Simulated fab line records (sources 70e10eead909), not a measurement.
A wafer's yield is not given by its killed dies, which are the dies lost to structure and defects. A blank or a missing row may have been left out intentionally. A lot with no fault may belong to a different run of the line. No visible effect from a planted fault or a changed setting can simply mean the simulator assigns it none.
Which of the tools did it? | flow nandHarc | 24 lots with 72 wafers sampled at 5 steps, on a route of 1302 steps

== WHAT THE GAUGES SHOWED, per wafer ==
NHARC_A_M0_CD_MEAS_09 targets a cd of 80 nm. Usual: cdNm 79.9 nm, standard deviation 0.56.
lot  | measured     | on       | cdNm (nm)      | flag
L074 | day 23 04:23 | cdSem-01 | 80.2 80.6 80.6 | 
L075 | day 23 06:05 | cdSem-03 | 80.2 79.9 79.6 | 
L076 | day 23 21:59 | cdSem-01 | 79.5 80.2 79.0 | 
L078 | day 23 23:58 | cdSem-01 | 79.8 79.3 79.4 | 
L080 | day 24 11:16 | cdSem-03 | 80.2 81.2 80.7 | 
L079 | day 24 13:29 | cdSem-01 | 79.9 79.2 78.8 | 
L077 | day 24 20:14 | cdSem-01 | 80.1 79.6 79.8 | 
L081 | day 25 10:47 | cdSem-03 | 80.1 80.0 80.5 | 
L082 | day 25 14:31 | cdSem-03 | 78.8 80.0 79.3 | 
L083 | day 26 05:43 | cdSem-03 | 79.8 78.9 79.9 | 
L084 | day 26 22:10 | cdSem-02 | 79.4 79.8 80.4 | 
L085 | day 26 22:32 | cdSem-03 | 79.3 79.5 78.8 | 
L086 | day 27 11:11 | cdSem-02 | 80.5 79.5 80.0 | 
L089 | day 28 08:59 | cdSem-03 | 79.9 80.1 79.3 | 
L090 | day 28 10:22 | cdSem-02 | 80.5 79.2 79.8 | 
L087 | day 28 11:47 | cdSem-03 | 79.2 78.9 79.2 | 
L088 | day 28 12:55 | cdSem-03 | 80.2 80.1 80.1 | 
L093 | day 30 05:10 | cdSem-01 | 79.5 79.6 79.5 | 
L092 | day 30 07:40 | cdSem-02 | 80.3 79.8 78.7 | 
L091 | day 30 16:13 | cdSem-01 | 80.1 80.1 80.7 | 
L094 | day 31 11:48 | cdSem-01 | 79.6 80.1 79.6 | 
L096 | day 31 12:25 | cdSem-01 | 80.9 79.9 79.9 | 
L095 | day 31 13:11 | cdSem-01 | 79.5 79.7 80.4 | 
L097 | day 32 01:01 | cdSem-03 | 79.7 80.5 80.2 | 

NHARC_A_M0_INSPECT_27. Usual: rawDefectCount 531, standard deviation 130.
lot  | measured     | on               | rawDefectCount | flag
L074 | day 23 07:03 | defectInspect-01 | 437 417 525    | 
L075 | day 23 08:46 | defectInspect-02 | 522 463 452    | 
L076 | day 24 00:41 | defectInspect-01 | 401 424 372    | 
L078 | day 24 02:39 | defectInspect-01 | 487 560 511    | 
L080 | day 24 13:55 | defectInspect-02 | 575 448 627    | 
L079 | day 24 16:08 | defectInspect-02 | 633 517 489    | 
L077 | day 24 22:54 | defectInspect-02 | 612 608 512    | 
L081 | day 25 13:27 | defectInspect-02 | 478 605 816    | 
L082 | day 25 17:11 | defectInspect-02 | 440 462 487    | 
L083 | day 26 08:23 | defectInspect-02 | 464 358 373    | 
L084 | day 27 00:50 | defectInspect-01 | 750 637 520    | 
L085 | day 27 01:13 | defectInspect-01 | 588 708 830    | 
L086 | day 27 13:55 | defectInspect-01 | 386 327 459    | 
L089 | day 28 11:38 | defectInspect-02 | 574 520 611    | 
L090 | day 28 13:04 | defectInspect-01 | 845 629 587    | 
L087 | day 28 14:25 | defectInspect-02 | 414 466 542    | 
L088 | day 28 15:37 | defectInspect-02 | 401 396 495    | 
L093 | day 30 07:49 | defectInspect-02 | 536 539 430    | 
L092 | day 30 10:23 | defectInspect-02 | 477 505 382    | 
L091 | day 30 18:56 | defectInspect-02 | 432 423 430    | 
L094 | day 31 14:28 | defectInspect-02 | 668 782 993    | 
L096 | day 31 15:05 | defectInspect-02 | 574 398 346    | 
L095 | day 31 15:53 | defectInspect-02 | 531 563 636    | 
L097 | day 32 04:20 | defectInspect-02 | 554 532 519    | 

NHARC_A_M1_THK_MEAS_24: measures by xrf. Usual: thkNm 153.9 nm, standard deviation 1.2.
lot  | measured     | on           | thkNm (nm)        | flag
L074 | day 23 11:09 | filmMetro-01 | 153.8 155.7 154.8 | 
L075 | day 23 12:38 | filmMetro-01 | 155.3 155.7 155.0 | 
L076 | day 24 04:37 | filmMetro-01 | 154.7 153.4 154.3 | 
L078 | day 24 06:41 | filmMetro-02 | 154.7 157.1 154.8 | 
L080 | day 24 17:58 | filmMetro-02 | 153.8 153.4 152.6 | 
L079 | day 24 20:10 | filmMetro-02 | 154.8 153.8 153.8 | 
L077 | day 25 02:58 | filmMetro-01 | 153.3 155.6 153.0 | 
L081 | day 25 17:32 | filmMetro-02 | 153.6 155.1 154.8 | 
L082 | day 25 21:58 | filmMetro-01 | 154.8 153.2 154.4 | 
L083 | day 26 12:27 | filmMetro-02 | 155.4 154.9 154.2 | 
L084 | day 27 05:21 | filmMetro-02 | 153.4 152.7 153.3 | 
L085 | day 27 05:40 | filmMetro-01 | 152.8 153.9 151.3 | 
L086 | day 27 17:47 | filmMetro-01 | 154.5 154.7 152.6 | 
L089 | day 28 15:37 | filmMetro-02 | 155.5 154.5 154.4 | 
L090 | day 28 16:56 | filmMetro-01 | 152.6 151.3 155.0 | 
L087 | day 28 18:24 | filmMetro-01 | 153.2 154.1 154.0 | 
L088 | day 28 19:39 | filmMetro-01 | 151.6 153.3 152.1 | 
L093 | day 30 11:49 | filmMetro-01 | 153.4 154.7 152.1 | 
L092 | day 30 14:26 | filmMetro-01 | 151.9 156.2 153.7 | 
L091 | day 30 22:58 | filmMetro-01 | 153.5 151.7 153.7 | 
L094 | day 31 18:37 | filmMetro-02 | 153.3 153.9 153.6 | 
L096 | day 31 19:26 | filmMetro-02 | 153.8 155.1 152.8 | 
L095 | day 31 19:45 | filmMetro-01 | 153.3 152.8 152.8 | 
L097 | day 32 08:20 | filmMetro-02 | 153.8 155.2 153.0 | 

== WHICH TOOL RAN EACH LOT (tool, then ch and the chambers of the sampled wafers, then the start) ==
lot  | NHARC_A_M0_DESCUM_14              | NHARC_A_M0_PRE_CLEAN_29
L074 | rieDiel-05 ch 0,3, day 23 04:35   | pvdSputter-02, day 23 07:03 or earlier
L075 | rieDiel-05 ch 0,2, day 23 06:16   | pvdSputter-02, day 23 08:46 or earlier
L076 | rieDiel-01 ch 2,3, day 23 22:10   | pvdSputter-01, day 24 00:41 or earlier
L078 | rieDiel-04 ch 1,2,3, day 24 00:09 | pvdSputter-03, day 24 02:39 or earlier
L080 | rieDiel-05 ch 1,2,3, day 24 11:27 | pvdSputter-02, day 24 13:55 or earlier
L079 | rieDiel-04 ch 0,1,2, day 24 13:41 | pvdSputter-01, day 24 16:08 or earlier
L077 | rieDiel-01 ch 1,2,3, day 24 20:26 | pvdSputter-03, day 24 22:54 or earlier
L081 | rieDiel-04 ch 0,1,3, day 25 10:58 | pvdSputter-02, day 25 13:27 or earlier
L082 | rieDiel-04 ch 0,1,3, day 25 14:43 | pvdSputter-03, day 25 17:11 or earlier
L083 | rieDiel-04 ch 0,1, day 26 05:55   | pvdSputter-01, day 26 08:23 or earlier
L084 | rieDiel-05 ch 1,2, day 26 22:21   | pvdSputter-02, day 27 00:50 or earlier
L085 | rieDiel-04 ch 1,2,3, day 26 22:44 | pvdSputter-01, day 27 01:13 or earlier
L086 | rieDiel-04 ch 0,2,3, day 27 11:23 | pvdSputter-02, day 27 13:55 or earlier
L089 | rieDiel-04 ch 0,2,3, day 28 09:10 | pvdSputter-02, day 28 11:38 or earlier
L090 | rieDiel-04 ch 0,3, day 28 10:34   | pvdSputter-03, day 28 13:04 or earlier
L087 | rieDiel-04 ch 0,2,3, day 28 11:59 | pvdSputter-01, day 28 14:25 or earlier
L088 | rieDiel-04 ch 1,2,3, day 28 13:07 | pvdSputter-03, day 28 15:37 or earlier
L093 | rieDiel-04 ch 1,2,3, day 30 05:20 | pvdSputter-02, day 30 07:49 or earlier
L092 | rieDiel-04 ch 1,2,3, day 30 07:52 | pvdSputter-02, day 30 10:23 or earlier
L091 | rieDiel-01 ch 0,2, day 30 16:24   | pvdSputter-01, day 30 18:56 or earlier
L094 | rieDiel-04 ch 2,3, day 31 11:59   | pvdSputter-02, day 31 14:28 or earlier
L096 | rieDiel-05 ch 0,1, day 31 12:36   | pvdSputter-03, day 31 15:05 or earlier
L095 | rieDiel-05 ch 0,1,3, day 31 13:22 | pvdSputter-02, day 31 15:53 or earlier
L097 | rieDiel-04 ch 0,2,3, day 32 01:12 | pvdSputter-02, day 32 04:20 or earlier
- NHARC_A_M0_DESCUM_14: chemistry O2, time 3 s.
- NHARC_A_M0_PRE_CLEAN_29: time 30 s.

== AS READ BY THE TOOLS THEMSELVES (means over the sampled wafers that have a number; for cases with no such wafer, the mark the record gives instead) ==
NHARC_A_M0_DESCUM_14. Usual: drypumpMotorCurrentA 5.7 A, standard deviation 0.32; oesProductAu 1.000 a.u., standard deviation 0.0078; rfVppV 57.9 V, standard deviation 0.87; showerheadPlenumPTorr 1.94 Torr, standard deviation 0.081; throttleValvePct 11.311 %, standard deviation 0.008.
lot  | tool       | drypumpMotorCurrentA (A) | oesProductAu (a.u.) | rfVppV (V) | showerheadPlenumPTorr (Torr) | throttleValvePct (%) | flag
L074 | rieDiel-05 | 6.0                      | 1.008               | 57.7       | 1.92                         | 11.311               | 
L075 | rieDiel-05 | 5.9                      | 1.002               | 57.3       | 1.85                         | 11.312               | 
L076 | rieDiel-01 | 5.3                      | 1.004               | 58.4       | 2.03                         | 11.307               | 
L078 | rieDiel-04 | 5.7                      | 1.000               | 57.7       | 1.94                         | 11.310               | 
L080 | rieDiel-05 | 6.0                      | 0.996               | 58.0       | 1.96                         | 11.310               | 
L079 | rieDiel-04 | 5.7                      | 1.009               | 57.7       | 1.91                         | 11.323               | 
L077 | rieDiel-01 | 5.6                      | 0.995               | 58.0       | 2.03                         | 11.309               | 
L081 | rieDiel-04 | 5.6                      | 1.006               | 57.4       | 1.95                         | 11.306               | 
L082 | rieDiel-04 | 5.6                      | 0.992               | 57.5       | 1.95                         | 11.311               | 
L083 | rieDiel-04 | 5.7                      | 1.003               | 57.5       | 1.92                         | 11.316               | 
L084 | rieDiel-05 | 6.2                      | 0.996               | 59.2       | 1.99                         | 11.307               | 
L085 | rieDiel-04 | 5.7                      | 1.003               | 58.0       | 1.94                         | 11.313               | 
L086 | rieDiel-04 | 5.6                      | 0.994               | 58.1       | 1.88                         | 11.317               | 
L089 | rieDiel-04 | 5.6                      | 0.993               | 57.9       | 1.88                         | 11.312               | 
L090 | rieDiel-04 | 5.5                      | 0.998               | 57.8       | 1.92                         | 11.302               | 
L087 | rieDiel-04 | 5.6                      | 1.001               | 58.8       | 1.88                         | 11.312               | 
L088 | rieDiel-04 | 5.7                      | 0.991               | 57.7       | 1.94                         | 11.304               | 
L093 | rieDiel-04 | 5.7                      | 1.005               | 57.3       | 1.94                         | 11.310               | 
L092 | rieDiel-04 | 5.7                      | 1.003               | 58.0       | 1.94                         | 11.317               | 
L091 | rieDiel-01 | 5.0                      | 0.997               | 58.4       | 2.01                         | 11.311               | 
L094 | rieDiel-04 | 5.5                      | 1.000               | 57.9       | 1.91                         | 11.317               | 
L096 | rieDiel-05 | 6.4                      | 1.000               | 58.3       | 1.97                         | 11.321               | 
L095 | rieDiel-05 | 6.2                      | 1.004               | 57.2       | 1.95                         | 11.313               | 
L097 | rieDiel-04 | 5.6                      | 1.011               | 57.6       | 1.88                         | 11.316               | 

NHARC_A_M0_PRE_CLEAN_29. Usual: heaterPowerW 391 W, standard deviation 27.
lot  | tool          | heaterPowerW (W) | flag
L074 | pvdSputter-02 | 394              | 
L075 | pvdSputter-02 | 386              | 
L076 | pvdSputter-01 | 402              | 
L078 | pvdSputter-03 | 367              | 
L080 | pvdSputter-02 | 389              | 
L079 | pvdSputter-01 | 402              | 
L077 | pvdSputter-03 | 377              | 
L081 | pvdSputter-02 | 382              | 
L082 | pvdSputter-03 | 393              | 
L083 | pvdSputter-01 | 413              | 
L084 | pvdSputter-02 | 406              | 
L085 | pvdSputter-01 | 393              | 
L086 | pvdSputter-02 | 389              | 
L089 | pvdSputter-02 | 372              | 
L090 | pvdSputter-03 | 394              | 
L087 | pvdSputter-01 | 415              | 
L088 | pvdSputter-03 | 407              | 
L093 | pvdSputter-02 | 375              | 
L092 | pvdSputter-02 | 389              | 
L091 | pvdSputter-01 | 412              | 
L094 | pvdSputter-02 | 387              | 
L096 | pvdSputter-03 | 409              | 
L095 | pvdSputter-02 | 371              | 
L097 | pvdSputter-02 | 375              | 

== THE ANSWER, worked out from the rows above alone ==
Rule: lot off if the mean of its wafers having a number is beyond 3 standard deviations from the usual mean. Also off: a lot with no number at a reading for which 4 or more lots have one. The other lots that the step has rows for count as sound. The gauges are gone through in route order, then the tools' own readings, and for those a lot's mean is taken as printed above. At the first step where some lot is off, the reading lying furthest off is the one used; lots without a number count as furthest.
No lot is off at any reading shown: from this, nothing can be told.

== WHAT THE SIMULATOR HAD PUT IN ==
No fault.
